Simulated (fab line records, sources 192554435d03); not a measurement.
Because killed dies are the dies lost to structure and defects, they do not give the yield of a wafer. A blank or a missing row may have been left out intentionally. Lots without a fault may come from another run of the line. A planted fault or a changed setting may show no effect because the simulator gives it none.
Matching of chambers / flow n5Finfet / N5_BEOL_M6_DESCUM_16 on rieDiel-05 has 4 sister chambers
The step chemistry O2, time 7.9 s. 4 wafers are shown with their chamber, then 12 later ones without.

WAFERS, EACH WITH ITS CHAMBER
wafer=L088.3; chamber=1; showerheadPlenumPTorr (Torr)=2.21
wafer=L090.1; chamber=2; showerheadPlenumPTorr (Torr)=2.14
wafer=L090.2; chamber=3; showerheadPlenumPTorr (Torr)=2.12
wafer=L090.3; chamber=0; showerheadPlenumPTorr (Torr)=2.01

WAFERS MISSING THEIR CHAMBER
wafer=L094.2; showerheadPlenumPTorr (Torr)=2.21
wafer=L094.3; showerheadPlenumPTorr (Torr)=2.14
wafer=L094.5; showerheadPlenumPTorr (Torr)=2.14
wafer=L093.1; showerheadPlenumPTorr (Torr)=2.11
wafer=L093.2; showerheadPlenumPTorr (Torr)=2.14
wafer=L093.3; showerheadPlenumPTorr (Torr)=2.21
wafer=L093.4; showerheadPlenumPTorr (Torr)=2.01
wafer=L093.5; showerheadPlenumPTorr (Torr)=2.14
wafer=L093.6; showerheadPlenumPTorr (Torr)=2.11
wafer=L097.2; showerheadPlenumPTorr (Torr)=2.11
wafer=L097.5; showerheadPlenumPTorr (Torr)=2.01
wafer=L097.6; showerheadPlenumPTorr (Torr)=2.11

EACH ONE'S CHAMBER
wafer=L094.2; from the rows above=1; in truth=1
wafer=L094.3; from the rows above=2; in truth=2
wafer=L094.5; from the rows above=2; in truth=2
wafer=L093.1; from the rows above=3; in truth=3
wafer=L093.2; from the rows above=2; in truth=2
wafer=L093.3; from the rows above=1; in truth=1
wafer=L093.4; from the rows above=0; in truth=0
wafer=L093.5; from the rows above=2; in truth=2
wafer=L093.6; from the rows above=3; in truth=3
wafer=L097.2; from the rows above=3; in truth=3
wafer=L097.5; from the rows above=0; in truth=0
wafer=L097.6; from the rows above=3; in truth=3
12 of 12 placed correctly. Left unplaced by these rows: 0. Number placed wrongly: 0.
How it was worked out, from the rows above alone: a wafer's distance from a chamber is the root of the sum, over the readings, of the square of ((its reading less the chamber's mean) divided by the reading's scatter). The wafer belongs to the nearest chamber; if the next one is less than 2 further off, it can't be placed. For every chamber, the mean is computed from those of its wafers that are shown. The scatter (one wafer shown for each chamber): square how far every hidden wafer sits from the nearest shown wafer, average those squares and take the square root.
